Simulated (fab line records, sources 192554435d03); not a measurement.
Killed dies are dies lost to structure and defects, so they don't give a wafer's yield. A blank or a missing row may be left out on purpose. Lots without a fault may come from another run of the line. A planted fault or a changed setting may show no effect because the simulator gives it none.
fab line records | flow n5_finfet
record lots=24 wafers=72 last_day=18
route steps=1938 shown BEOL_M3@933
lots that met no fault: from a run of the same line without faults
start_h: hours from the record's first day to the start of the lot's first wafer shown | wait_h: hours since the lot's step before | " the same as in the row above | L1.1+2: a row that stands for several wafers | - no value, or no start given | * or withheld: withheld | < > ~ a bound
route shown NAME@n: a module of which the file shows steps, and the number in the route of the first | usual: mean/standard deviation of fault-free wafers | same: alike in all rows | chamber/n: place in a boat | sites: the reading at each site | _std_site: their standard deviation | _edge_site: outer sites' mean less inner sites' | radius_mm: how far each site lies from the wafer's centre | mask NAME#n: copy n | behind: the tool/chamber that last shaped the wafer | hold: why the lot was held/for how many hours/how that ended | device: the transistor (n, p or np) that didn't switch | end of line: the same wafers' tests at the end of the route | a step without rows: its recipe alone | killed: dies lost to structure and defects at the first sort, not the wafer's yield | map: a wafer's dies, x killed, . not, _ none there
set.NAME: the setting as run; set.NAME@STEP: as run at that earlier step | model.NAME: the simulator's own value behind a step, which no gauge read
steps of the route over a sample of lots; a table a step, a row a wafer
services: from which hour (start_h, from the record's first day; less than 0 if before it) a tool's chamber was out of use, for how many hours, and why
## steps
# step N5_BEOL_M3_PECVD_72
# recipe material=SiO2 target_thk_a=160 temp_c=400 precursor=TEOS/O2 pressure_torr=5.5 rf_w=450 teos_flow_sccm=53.8 gas=O2 flow_sccm=3000 time_s=18
# usual heater_power_w=717/88 showerhead_plenum_p_Torr=8.83/0.072 throttle_valve_pct=22.4/1.5
# columns lot.wafer tool chamber start_h wait_h heater_power_w showerhead_plenum_p_Torr throttle_valve_pct
L075.2 pecvd-01 1 147.45 0.0 608 8.85 24.5
L075.3 " 2 " " 796 8.83 19.7
L075.5 " 1 " " 614 8.85 24.4
L074.2 pecvd-03 1 160.17 0.0 816 8.96 22.4
L074.5 " 2 " " 567 8.76 21.4
L074.6 " 0 " " 844 8.77 21.6
L076.1 pecvd-03 2 166.79 0.0 661 8.77 21.8
L076.2 " 1 " " 810 8.96 22.4
L076.5 " 2 " " 644 8.76 21.4
L077.1 pecvd-03 0 173.49 0.0 776 8.76 21.5
L077.2 " 1 " " 684 8.96 22.5
L077.5 " 1 " " 697 8.95 22.4
L078.1 pecvd-03 1 177.08 0.0 784 8.98 22.2
L078.4 " 2 " " 628 8.74 21.4
L078.6 " 0 " " 683 8.76 21.2
L080.1 pecvd-01 2 182.94 0.0 705 8.82 20.1
L080.3 " 0 " " 762 8.85 24.7
L080.4 " 1 " " 580 8.88 24.3
L079.2 pecvd-03 0 183.51 0.0 769 8.76 21.4
L079.3 " 2 " " 641 8.76 21.7
L079.4 " 1 " " 813 8.95 22.2
L081.2 pecvd-03 1 189.33 0.0 802 8.97 22.3
L081.5 " 1 " " 810 8.94 22.5
L081.6 " 2 " " 531 8.77 21.8
L082.1 pecvd-01 1 195.07 0.0 602 8.84 24.7
L082.5 " 1 " " 611 8.86 24.7
L082.6 " 2 " " 802 8.83 20.2
L083.1 pecvd-04 2 195.42 0.0 818 8.75 22.9
L083.3 " 0 " " 619 8.84 22.7
L083.4 " 2 " " 816 8.79 22.5
L084.1 pecvd-04 2 213.62 0.0 822 8.79 22.8
L084.3 " 0 " " 598 8.85 23.0
L084.6 " 1 " " 623 8.75 22.9
L085.1 pecvd-01 1 221.66 0.0 557 8.87 24.5
L085.3 " 1 " " 551 8.87 24.6
L085.6 " 2 " " 799 8.81 20.3
L086.3 pecvd-03 0 222.20 0.1 718 8.78 21.3
L086.4 " 1 " " 772 8.96 22.6
L086.5 " 1 " " 792 8.96 22.8
L087.1 pecvd-03 0 234.71 0.0 776 8.78 21.4
L087.4 " 1 " " 774 8.95 22.6
L087.5 " 0 " " 783 8.75 21.4
L088.1 pecvd-03 2 235.43 0.0 686 8.75 20.8
L088.3 " 1 " " 802 8.95 22.8
L088.6 " 2 " " 684 8.75 20.8
L089.1 pecvd-03 2 238.58 0.0 608 8.75 20.8
L089.3 " 0 " " 787 8.78 21.7
L089.5 " 2 " " 628 8.75 20.6
L090.2 pecvd-01 0 240.30 0.0 766 8.86 24.7
L090.4 " 0 " " 754 8.87 25.1
L090.6 " 2 " " 748 8.83 20.2
L091.1 pecvd-03 0 251.00 0.0 851 8.78 21.7
L091.5 " 1 " " 749 8.95 23.0
L091.6 " 0 " " 833 8.77 21.5
L092.4 pecvd-03 0 254.13 0.1 777 8.76 21.5
L092.5 " 2 " " 661 8.75 20.5
L092.6 " 0 " " 755 8.77 21.1
L093.2 pecvd-04 0 257.13 0.0 736 8.85 22.9
L093.4 " 1 " " 717 8.73 23.3
L093.5 " 0 " " 719 8.83 23.1
L094.2 pecvd-04 0 272.37 0.0 709 8.84 23.0
L094.4 " 1 " " 645 8.74 23.1
L094.6 " 0 " " 687 8.85 23.0
L095.1 pecvd-01 1 272.65 0.0 535 8.87 24.5
L095.4 " 2 " " 795 8.83 20.1
L095.5 " 0 " " 674 8.87 25.0
L096.2 pecvd-01 2 281.01 0.0 797 8.79 20.2
L096.4 " 1 " " 577 8.87 24.4
L096.6 " 2 " " 811 8.82 20.3
L097.4 pecvd-01 2 284.64 0.1 814 8.84 20.2
L097.5 " 0 " " 676 8.86 24.9
L097.6 " 1 " " 564 8.87 24.4
# step N5_BEOL_M3_DESCUM_33
# recipe chemistry=O2 time_s=7 source_power_w=50 bias_power_w=20 pressure_mtorr=20 rf_frequency_hz=2.712e+07 temp_c=40 resist=CAR-EUV o2_flow_sccm=225
# usual drypump_motor_current_A=5.9/0.37 oes_product_au=0.77/0.083 rf_vpp_V=243.3/1.3 showerhead_plenum_p_Torr=2.10/0.062 temp_c=40.00/0.11 throttle_valve_pct=20.48/0.26
# columns lot.wafer tool chamber start_h wait_h drypump_motor_current_A oes_product_au rf_hours_counter_h rf_vpp_V showerhead_plenum_p_Torr temp_c throttle_valve_pct
L075.2 rie_diel-04 1 149.05 0.0 6.3 0.76 134 245.0 2.18 40.04 20.32
L075.3 " 0 " " 6.1 0.87 56 243.7 2.13 39.96 20.00
L075.5 " 0 " " 6.1 0.88 - 244.5 2.13 39.89 20.01
L074.2 rie_diel-06 2 163.83 0.0 5.5 0.80 74 241.0 2.03 39.98 20.35
L074.5 " 0 " " 5.4 0.70 - 243.6 2.08 40.02 20.83
L074.6 " 3 " " 6.0 0.71 - 240.7 1.98 39.87 20.67
L076.1 rie_diel-04 0 170.74 0.0 6.1 0.86 64 243.5 2.13 39.96 20.02
L076.2 " 1 " " 6.3 0.75 141 244.5 2.18 40.14 20.33
L076.5 " 1 " " 6.3 0.75 - 244.6 2.17 40.21 20.32
L077.1 rie_diel-04 0 176.95 0.0 6.1 0.85 66 243.6 2.13 39.96 20.01
L077.2 " 2 " " 6.4 0.68 232 244.2 2.14 40.04 20.69
L077.5 " 1 " " 6.3 0.75 - 244.7 2.17 39.95 20.35
L078.1 rie_diel-06 0 180.08 0.0 5.4 0.70 190 242.0 2.08 40.00 20.85
L078.4 " 2 " " 5.5 0.82 78 242.3 2.03 40.08 20.36
L078.6 " 2 " " 5.5 0.81 - 241.6 2.03 39.94 20.35
L080.1 rie_diel-06 2 184.64 0.0 5.5 0.81 79 243.3 2.03 40.03 20.36
L080.3 " 0 " " 5.4 0.71 191 242.2 2.08 40.05 20.86
L080.4 " 1 " " 5.3 0.76 141 242.6 2.11 39.95 20.59
L079.2 rie_diel-06 3 186.67 0.0 6.0 0.71 199 241.5 1.98 39.94 20.67
L079.3 " 2 " " 5.5 0.81 80 242.1 2.03 40.04 20.36
L079.4 " 1 " " 5.3 0.76 142 242.2 2.11 39.83 20.57
L081.2 rie_diel-04 2 191.90 0.0 6.4 0.68 236 243.0 2.14 40.03 20.70
L081.5 " 2 " " 6.4 0.68 - 245.0 2.14 40.07 20.71
L081.6 " 1 " " 6.3 0.74 - 244.7 2.17 40.04 20.33
L082.1 rie_diel-03 3 196.60 0.0 6.3 0.96 3 244.1 2.15 40.01 20.00
L082.5 " 1 " " 5.7 0.70 - 245.1 2.15 39.94 20.45
L082.6 " 2 " " 5.7 0.83 - 242.8 2.05 40.15 20.35
L083.1 rie_diel-04 2 198.50 0.0 6.4 0.68 239 244.0 2.14 39.81 20.70
L083.3 " 0 " " 6.1 0.84 72 244.5 2.13 39.93 20.02
L083.4 " 3 " " 5.3 0.74 193 243.9 2.17 40.12 20.76
L084.1 rie_diel-03 0 215.39 0.0 6.2 0.69 247 243.7 2.16 39.96 20.93
L084.3 " 2 " " 5.7 0.82 82 241.9 2.04 39.97 20.35
L084.6 " 1 " " 5.7 0.69 - 244.5 2.14 39.97 20.47
L085.1 rie_diel-03 3 223.79 0.0 6.3 0.93 11 243.9 2.14 40.03 20.01
L085.3 " 1 " " 5.7 0.69 213 244.2 2.14 40.05 20.47
L085.6 " 1 " " 5.7 0.69 - 244.9 2.14 39.80 20.47
L086.3 rie_diel-06 3 223.84 0.0 6.0 0.70 211 240.9 1.98 39.80 20.69
L086.4 " 0 " " 5.4 0.70 200 242.2 2.07 40.11 20.86
L086.5 " 1 " " 5.3 0.73 - 244.2 2.10 39.96 20.60
L087.1 rie_diel-04 1 236.21 0.0 6.3 0.73 162 244.2 2.17 39.87 20.34
L087.4 " 0 " " 6.1 0.83 - 243.0 2.12 40.04 20.03
L087.5 " 3 " " 5.3 0.72 - 244.0 2.16 39.98 20.77
L088.1 rie_diel-06 1 240.67 0.0 5.3 0.73 160 243.4 2.10 40.12 20.61
L088.3 " 0 " " 5.4 0.69 206 243.5 2.07 39.90 20.88
L088.6 " 3 " " 6.0 0.70 - 242.5 1.98 39.85 20.70
L089.1 rie_diel-03 1 241.43 0.0 5.7 0.69 219 244.2 2.14 39.95 20.46
L089.3 " 3 " " 6.3 0.92 17 245.4 2.14 40.08 20.00
L089.5 " 2 " " 5.7 0.82 - 242.7 2.04 40.16 20.38
L090.2 rie_diel-03 2 242.00 0.0 5.7 0.81 90 242.3 2.04 40.07 20.36
L090.4 " 3 " " 6.3 0.90 - 242.7 2.14 39.96 20.00
L090.6 " 2 " " 5.7 0.81 - 240.5 2.04 40.05 20.37
L091.1 rie_diel-04 3 253.72 0.0 5.4 0.73 209 243.8 2.16 40.04 20.77
L091.5 " 0 " " 6.1 0.84 - 242.5 2.12 39.95 20.04
L091.6 " 3 " " 5.3 0.73 - 243.9 2.16 40.14 20.76
L092.4 rie_diel-06 1 257.97 0.3 5.3 0.73 164 243.5 2.10 39.91 20.60
L092.5 " 3 " " 6.0 0.69 - 241.1 1.97 40.01 20.71
L092.6 " 0 " " 5.4 0.69 - 243.2 2.07 39.69 20.87
L093.2 rie_diel-04 3 258.97 0.0 5.4 0.72 210 243.2 2.16 40.05 20.78
L093.4 " 0 " " 6.1 0.84 90 244.5 2.12 40.09 20.07
L093.5 " 1 " " 6.3 0.73 - 245.7 2.16 39.98 20.37
L094.2 rie_diel-03 0 276.15 0.0 6.2 0.98 8 244.1 2.15 39.86 20.54
L094.4 " 1 " " 5.7 0.68 228 244.0 2.14 40.02 20.48
L094.6 " 2 " " 5.7 0.80 - 242.3 2.04 39.82 20.37
L095.1 rie_diel-03 2 276.75 0.3 5.7 0.80 101 242.2 2.04 40.12 20.37
L095.4 " 1 " " 5.7 0.68 229 244.5 2.14 40.18 20.48
L095.5 " 2 " " 5.7 0.80 - 243.3 2.04 40.17 20.38
L096.2 rie_diel-03 0 285.16 0.0 6.2 0.96 10 244.6 2.15 40.15 20.53
L096.4 " 3 " " 6.3 0.88 30 243.3 2.14 39.97 20.04
L096.6 " 0 " " 6.2 0.96 - 244.6 2.15 40.07 20.53
L097.4 rie_diel-06 2 286.47 0.0 5.5 0.77 - 241.1 2.02 39.91 20.40
L097.5 " 3 " " 6.0 0.69 - 240.9 1.97 40.07 20.74
L097.6 " 0 " " 5.4 0.69 - 242.7 2.07 39.97 20.89
# step N5_BEOL_M3_CD_MEAS_35
# recipe target_cd_nm=18 target_cd_y_nm=21 polarity=opening
# usual cd_nm=17.9/0.3
# columns lot.wafer tool chamber start_h wait_h cd_nm
L075.2 cd_sem-01 - 169.49 0.0 18.0
L075.3 " - " " 18.0
L075.5 " - " " 17.2
L074.2 cd_sem-03 - 175.25 0.0 17.5
L074.5 " - " " 17.6
L074.6 " - " " 17.5
L076.1 cd_sem-01 - 182.30 0.0 17.9
L076.2 " - " " 17.2
L076.5 " - " " 17.6
L077.1 cd_sem-03 - 182.44 0.0 17.8
L077.2 " - " " 17.7
L077.5 " - " " 17.9
L078.1 cd_sem-02 - 185.25 0.0 17.8
L078.4 " - " " 18.4
L078.6 " - " " 17.6
L080.1 cd_sem-01 - 194.30 0.0 17.9
L080.3 " - " " 17.8
L080.4 " - " " 17.6
L079.2 cd_sem-02 - 199.83 0.0 17.6
L079.3 " - " " 18.0
L079.4 " - " " 18.0
L081.2 cd_sem-01 - 201.04 0.0 17.7
L081.5 " - " " 17.7
L081.6 " - " " 18.3
L082.1 cd_sem-01 - 204.98 0.0 18.0
L082.5 " - " " 18.7
L082.6 " - " " 18.0
L083.1 cd_sem-03 - 205.01 0.0 18.5
L083.3 " - " " 17.7
L083.4 " - " " 18.3
L084.1 cd_sem-02 - 216.82 0.0 17.5
L084.3 " - " " 18.6
L084.6 " - " " 18.1
L085.1 cd_sem-02 - 224.67 0.0 17.9
L085.3 " - " " 17.7
L085.6 " - " " 17.9
L086.3 cd_sem-02 - 230.48 0.0 17.9
L086.4 " - " " 17.9
L086.5 " - " " 17.3
L087.1 cd_sem-03 - 250.26 0.0 17.9
L087.4 " - " " 17.9
L087.5 " - " " 18.1
L090.2 cd_sem-01 - 252.81 0.0 18.2
L090.4 " - " " 18.2
L090.6 " - " " 17.9
L088.1 cd_sem-03 - 252.89 0.0 18.4
L088.3 " - " " 17.8
L088.6 " - " " 18.4
L089.1 cd_sem-03 - 256.59 0.0 17.8
L089.3 " - " " 17.8
L089.5 " - " " 17.7
L091.1 cd_sem-02 - 263.52 0.0 17.9
L091.5 " - " " 17.9
L091.6 " - " " 17.9
L092.4 cd_sem-03 - 264.09 0.0 17.8
L092.5 " - " " 17.9
L092.6 " - " " 18.2
L093.2 cd_sem-03 - 267.85 0.0 17.8
L093.4 " - " " 17.7
L093.5 " - " " 17.5
L094.2 cd_sem-01 - 284.24 0.0 17.5
L094.4 " - " " 17.2
L094.6 " - " " 18.1
L095.1 cd_sem-01 - 289.65 0.0 18.0
L095.4 " - " " 18.3
L095.5 " - " " 18.0
L097.4 cd_sem-02 - 296.82 0.0 18.3
L097.5 " - " " 18.2
L097.6 " - " " 18.1
L096.2 cd_sem-03 - 297.15 0.0 17.7
L096.4 " - " " 17.7
L096.6 " - " " 18.0
# step N5_BEOL_M3_DEGAS_44
# recipe ambient=vacuum temp_c=250 time_s=60
# usual heater_power_w=330/36
# columns lot.wafer tool chamber start_h wait_h heater_power_w
L075.2 pvd_sputter-03 - 170.21 0.7 350
L075.3 " - " " 303
L075.5 " - " " 318
L074.2 pvd_sputter-02 - 175.56 0.3 309
L074.5 " - " " 327
L074.6 " - " " 286
L076.1 pvd_sputter-01 - 182.44 0.1 407
L076.2 " - " " 341
L076.5 " - " " 413
L077.1 pvd_sputter-03 - 182.48 0.0 302
L077.2 " - " " 306
L077.5 " - " " 301
L078.1 pvd_sputter-03 - 185.52 0.3 288
L078.4 " - " " 350
L078.6 " - " " 356
L080.1 pvd_sputter-01 - 194.47 0.2 342
L080.3 " - " " 338
L080.4 " - " " 426
L079.2 pvd_sputter-01 - 200.06 0.2 329
L079.3 " - " " 346
L079.4 " - " " 406
L081.2 pvd_sputter-01 - 201.98 0.9 419
L081.5 " - " " 413
L081.6 " - " " 333
L082.1 pvd_sputter-01 - 205.70 0.7 336
L082.5 " - " " 339
L082.6 " - " " 420
L083.1 pvd_sputter-02 - 205.71 0.7 343
L083.3 " - " " 286
L083.4 " - " " 338
L084.1 pvd_sputter-01 - 217.46 0.6 346
L084.3 " - " " 327
L084.6 " - " " 411
L085.1 pvd_sputter-03 - 224.90 0.2 294
L085.3 " - " " 291
L085.6 " - " " 298
L086.3 pvd_sputter-03 - 230.70 0.2 350
L086.4 " - " " 299
L086.5 " - " " 349
L087.1 pvd_sputter-03 - 250.61 0.3 295
L087.4 " - " " 350
L087.5 " - " " 307
L090.2 pvd_sputter-03 - 253.17 0.4 352
L090.4 " - " " 303
L090.6 " - " " 287
L088.1 pvd_sputter-01 - 253.22 0.3 421
L088.3 " - " " 333
L088.6 " - " " 426
L089.1 pvd_sputter-03 - 257.29 0.7 352
L089.3 " - " " 298
L089.5 " - " " 322
L091.1 pvd_sputter-01 - 263.76 0.2 421
L091.5 " - " " 324
L091.6 " - " " 341
L092.4 pvd_sputter-02 - 264.25 0.2 286
L092.5 " - " " 345
L092.6 " - " " 284
L093.2 pvd_sputter-02 - 268.45 0.6 276
L093.4 " - " " 302
L093.5 " - " " 293
L094.2 pvd_sputter-03 - 284.47 0.2 294
L094.4 " - " " 357
L094.6 " - " " 303
L095.1 pvd_sputter-02 - 289.92 0.3 330
L095.4 " - " " 347
L095.5 " - " " 305
L097.4 pvd_sputter-03 - 297.32 0.5 318
L097.5 " - " " 293
L097.6 " - " " 324
L096.2 pvd_sputter-03 - 297.40 0.2 294
L096.4 " - " " 288
L096.6 " - " " 298
# step N5_BEOL_M3_ANNEAL_82
# recipe temp_c=400 time_s=240 ambient=vacuum
# usual heater_power_w=816/86
# columns lot.wafer tool chamber start_h wait_h heater_power_w
L075.2 pvd_sputter-01 - 172.88 0.0 854
L075.3 " - " " 1031
L075.5 " - " " 836
L074.2 pvd_sputter-03 - 176.79 0.0 751
L074.5 " - " " 740
L074.6 " - " " 776
L076.1 pvd_sputter-02 - 183.81 0.0 841
L076.2 " - " " 748
L076.5 " - " " 861
L077.1 pvd_sputter-01 - 185.01 0.0 877
L077.2 " - " " 1042
L077.5 " - " " 852
L078.1 pvd_sputter-03 - 186.76 0.0 736
L078.4 " - " " 737
L078.6 " - " " 767
L080.1 pvd_sputter-02 - 195.79 0.0 716
L080.3 " - " " 751
L080.4 " - " " 837
L079.2 pvd_sputter-03 - 201.38 0.0 760
L079.3 " - " " 735
L079.4 " - " " 873
L081.2 pvd_sputter-03 - 203.38 0.0 798
L081.5 " - " " 792
L081.6 " - " " 744
L082.1 pvd_sputter-01 - 206.82 0.0 858
L082.5 " - " " 1096
L082.6 " - " " 847
L083.1 pvd_sputter-02 - 207.03 0.0 705
L083.3 " - " " 842
L083.4 " - " " 864
L084.1 pvd_sputter-03 - 220.14 0.0 729
L084.3 " - " " 739
L084.6 " - " " 794
L085.1 pvd_sputter-03 - 226.24 0.0 762
L085.3 " - " " 881
L085.6 " - " " 724
L086.3 pvd_sputter-01 - 231.88 0.0 801
L086.4 " - " " 852
L086.5 " - " " 834
L087.1 pvd_sputter-01 - 251.90 0.0 813
L087.4 " - " " 863
L087.5 " - " " 836
L090.2 pvd_sputter-01 - 254.29 0.0 1036
L090.4 " - " " 848
L090.6 " - " " 1065
L088.1 pvd_sputter-03 - 254.75 0.0 746
L088.3 " - " " 879
L088.6 " - " " 755
L089.1 pvd_sputter-03 - 258.81 0.0 737
L089.3 " - " " 737
L089.5 " - " " 734
L091.1 pvd_sputter-02 - 264.85 0.0 879
L091.5 " - " " 752
L091.6 " - " " 866
L092.4 pvd_sputter-02 - 266.97 0.0 860
L092.5 " - " " 879
L092.6 " - " " 751
L093.2 pvd_sputter-02 - 269.56 0.0 708
L093.4 " - " " 819
L093.5 " - " " 759
L094.2 pvd_sputter-03 - 286.07 0.0 791
L094.4 " - " " 748
L094.6 " - " " 734
L095.1 pvd_sputter-02 - 291.48 0.0 721
L095.4 " - " " 748
L095.5 " - " " 757
L097.4 pvd_sputter-03 - 298.66 0.0 744
L097.5 " - " " 743
L097.6 " - " " 749
L096.2 pvd_sputter-01 - 299.19 0.0 1045
L096.4 " - " " 844
L096.6 " - " " 866
# step N5_BEOL_M3_SPUTTER_88
# recipe material=Cu target_thk_a=45 temp_c=-20 chamber_pressure_pa=0.07 power_w=withheld time_s=8.29
# usual chuck_sensor_temp_C=-16.1/0.43 substrate_temp_c=-20.01/0.091 throttle_valve_pct=30.2/1
# columns lot.wafer tool chamber start_h wait_h chuck_sensor_temp_C substrate_temp_c throttle_valve_pct
L075.2 pvd_sputter-01 - 173.24 0.1 -16.0 -19.99 30.8
L075.3 " - " " -15.4 -20.11 29.6
L075.5 " - " " -16.3 -20.16 31.0
L074.2 pvd_sputter-03 - 177.15 0.1 -16.3 -20.05 31.5
L074.5 " - " " -16.3 -20.14 31.9
L074.6 " - " " -16.7 -19.97 29.1
L076.1 pvd_sputter-02 - 184.17 0.1 -15.9 -19.92 29.3
L076.2 " - " " -16.4 -20.06 31.6
L076.5 " - " " -15.6 -19.96 29.5
L077.1 pvd_sputter-01 - 185.37 0.1 -16.1 -20.05 30.7
L077.2 " - " " -15.4 -19.91 29.5
L077.5 " - " " -16.2 -20.11 30.6
L078.1 pvd_sputter-03 - 187.12 0.1 -15.6 -19.84 30.6
L078.4 " - " " -16.4 -20.02 31.5
L078.6 " - " " -16.7 -20.07 29.0
L080.1 pvd_sputter-02 - 196.15 0.1 -15.6 -20.22 27.8
L080.3 " - " " -16.5 -20.01 31.3
L080.4 " - " " -15.6 -19.93 29.5
L079.2 pvd_sputter-03 - 201.74 0.1 -16.7 -20.00 29.2
L079.3 " - " " -15.5 -20.08 30.5
L079.4 " - " " -16.0 -19.83 29.8
L081.2 pvd_sputter-03 - 203.74 0.1 -17.0 -20.13 29.2
L081.5 " - " " -16.7 -20.06 29.2
L081.6 " - " " -16.3 -20.01 31.5
L082.1 pvd_sputter-01 - 207.18 0.1 -15.9 -20.05 30.6
L082.5 " - " " -15.4 -20.06 29.6
L082.6 " - " " -16.3 -19.97 31.3
L083.1 pvd_sputter-02 - 207.39 0.1 -15.8 -19.84 28.0
L083.3 " - " " -15.8 -20.07 30.0
L083.4 " - " " -15.6 -19.87 29.6
L084.1 pvd_sputter-03 - 220.50 0.1 -15.5 -20.07 30.6
L084.3 " - " " -16.6 -20.00 31.6
L084.6 " - " " -16.8 -20.10 29.1
L085.1 pvd_sputter-03 - 226.60 0.1 -16.7 -20.14 28.8
L085.3 " - " " -16.1 -20.16 29.7
L085.6 " - " " -15.7 -20.15 30.8
L086.3 pvd_sputter-01 - 232.29 0.1 -16.5 -19.94 29.7
L086.4 " - " " -16.2 -20.07 30.7
L086.5 " - " " -16.2 -19.93 30.6
L087.1 pvd_sputter-01 - 252.26 0.1 -16.5 -19.81 31.0
L087.4 " - " " -16.1 -19.86 31.0
L087.5 " - " " -16.3 -20.02 31.2
L090.2 pvd_sputter-01 - 254.65 0.1 -15.4 -19.93 29.3
L090.4 " - " " -16.0 -19.95 30.7
L090.6 " - " " -15.4 -19.93 29.7
L088.1 pvd_sputter-03 - 255.11 0.1 -16.4 -20.03 31.9
L088.3 " - " " -16.0 -20.10 30.0
L088.6 " - " " -15.6 -19.99 30.7
L089.1 pvd_sputter-03 - 259.17 0.1 -15.5 -19.82 30.9
L089.3 " - " " -16.3 -19.95 32.0
L089.5 " - " " -16.5 -19.91 31.5
L091.1 pvd_sputter-02 - 265.21 0.1 -15.6 -19.82 29.5
L091.5 " - " " -16.4 -19.97 31.5
L091.6 " - " " -15.6 -19.87 29.4
L092.4 pvd_sputter-02 - 267.33 0.1 -15.5 -20.02 29.4
L092.5 " - " " -15.8 -20.03 29.8
L092.6 " - " " -16.4 -19.91 31.4
L093.2 pvd_sputter-02 - 269.92 0.1 -15.8 -19.97 28.1
L093.4 " - " " -16.0 -20.01 30.2
L093.5 " - " " -16.3 -20.08 31.6
L094.2 pvd_sputter-03 - 286.43 0.1 -16.8 -19.93 29.4
L094.4 " - " " -15.5 -20.08 30.8
L094.6 " - " " -16.5 -20.22 31.3
L095.1 pvd_sputter-02 - 291.84 0.1 -15.6 -20.12 28.2
L095.4 " - " " -16.3 -19.95 31.7
L095.5 " - " " -16.4 -19.81 31.4
L097.4 pvd_sputter-03 - 299.02 0.1 -16.4 -20.01 31.7
L097.5 " - " " -16.5 -20.07 31.7
L097.6 " - " " -15.6 -20.03 30.5
L096.2 pvd_sputter-01 - 299.55 0.1 -15.5 -20.02 29.5
L096.4 " - " " -16.4 -20.07 30.0
L096.6 " - " " -16.2 -20.17 30.4
## services
# columns tool chamber start_h hours kind
pvd_sputter-02 - 146.19 7.4 repair
pecvd-01 - 154.39 1.6 repair
rie_diel-03 3 166.76 - clean
rie_diel-03 3 166.76 - consumable_replace:focus_ring
pecvd-03 - 186.52 0.8 repair
pecvd-03 2 202.38 - clean
pecvd-03 2 202.38 - consumable_replace:showerhead
pecvd-03 2 202.38 29.0 scheduled_down
pecvd-03 2 202.38 29.0 vent_cycle
rie_diel-06 0 211.47 8.5 repair
pecvd-01 0 221.01 1.7 repair
rie_diel-03 0 224.48 - clean
rie_diel-03 0 224.48 - consumable_replace:focus_ring
rie_diel-03 0 224.48 20.7 scheduled_down
rie_diel-03 0 224.48 20.7 vent_cycle
pecvd-01 - 224.83 0.8 repair
pecvd-04 - 227.99 28.1 pm
pecvd-01 2 230.32 2.1 scheduled_down
rie_diel-04 2 234.06 - clean
pecvd-01 - 243.92 14.6 pm
pecvd-03 1 252.32 5.5 scheduled_down
rie_diel-03 - 272.06 0.8 repair
pecvd-04 - 272.95 0.7 repair
pecvd-01 1 289.14 3.5 repair
## key
fault none
